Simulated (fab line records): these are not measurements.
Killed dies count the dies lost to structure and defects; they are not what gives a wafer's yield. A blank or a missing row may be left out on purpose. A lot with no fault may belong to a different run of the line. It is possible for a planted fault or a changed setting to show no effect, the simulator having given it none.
Matching of chambers -- flow nand-harc -- 4 sister chambers for NHARC_A_CHANNEL_FILL_D2_STRIP_28 on rie-diel-01
The step strips in O2, time 20 s. 16 wafers are shown with their chamber, then 8 later ones without.

## EACH WAFER AND ITS CHAMBER
wafer,chamber,oes-product-au (a.u.),o2-flow-sccm (sccm),throttle-valve-pct (%)
L080.2,0,1.001,500.8,17.053
L080.4,2,0.996,500.6,17.019
L080.6,3,1.003,498.9,17.035
L081.1,1,0.995,501.3,17.040
L081.2,3,1.013,499.5,17.033
L081.3,2,0.986,500.9,17.032
L083.3,1,0.996,501.9,17.041
L083.4,0,0.991,501.6,17.040
L083.5,0,0.987,501.6,17.030
L086.1,2,0.995,497.7,17.034
L086.2,3,0.999,499.7,17.037
L086.5,0,0.990,502.1,17.039
L088.2,2,0.993,498.4,17.041
L088.5,3,1.000,497.3,17.051
L088.6,0,0.990,498.5,17.028
L091.2,2,0.996,502.4,17.037

SIGNATURES, as means of the wafers listed above
reading,chamber 0,chamber 1,chamber 2,chamber 3,scatter within a chamber
oes-product-au,0.99180,0.99550,0.99320,1.00375,0.00507
o2-flow-sccm,500.920,501.600,500.000,498.850,1.49
throttle-valve-pct,17.03800,17.04050,17.03260,17.03900,0.00852
Rule: a wafer lies at a distance from a chamber equal to the root of the sum of squares, over the readings, of (its reading less the chamber's mean, divided by the reading's scatter). The wafer belongs to the nearest chamber; if the next one is less than 2 further off, it can't be placed. The scatter: the root of (the sum of the squares of (reading less its chamber's mean) over the shown wafers, divided by (wafers less chambers)).

## WAFERS WITHOUT THEIR CHAMBER
wafer,oes-product-au (a.u.),o2-flow-sccm (sccm),throttle-valve-pct (%)
L091.4,0.988,503.4,17.034
L091.5,0.995,503.0,17.043
L095.1,1.004,500.5,17.039
L095.2,1.000,498.7,17.037
L095.5,0.996,500.5,17.041
L097.1,0.993,499.8,17.036
L097.3,0.991,499.3,17.025
L097.6,1.009,501.3,17.029

## WHICH CHAMBER EACH ONE RAN IN
wafer,from the rows above,in truth
L091.4,can't be placed: 0 or 1 or 2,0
L091.5,can't be placed: 1 or 0 or 2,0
L095.1,can't be placed: 3 or 1 or 2 or 0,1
L095.2,can't be placed: 3 or 2 or 1 or 0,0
L095.5,can't be placed: 1 or 0 or 2 or 3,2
L097.1,can't be placed: 2 or 0 or 1 or 3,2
L097.3,can't be placed: 2 or 0 or 1 or 3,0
L097.6,can't be placed: 3 or 1 or 2 or 0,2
0 of 8 placed correctly. These rows do not allow placing 8 (true chamber among the candidates in 8). Placed wrongly: 0.
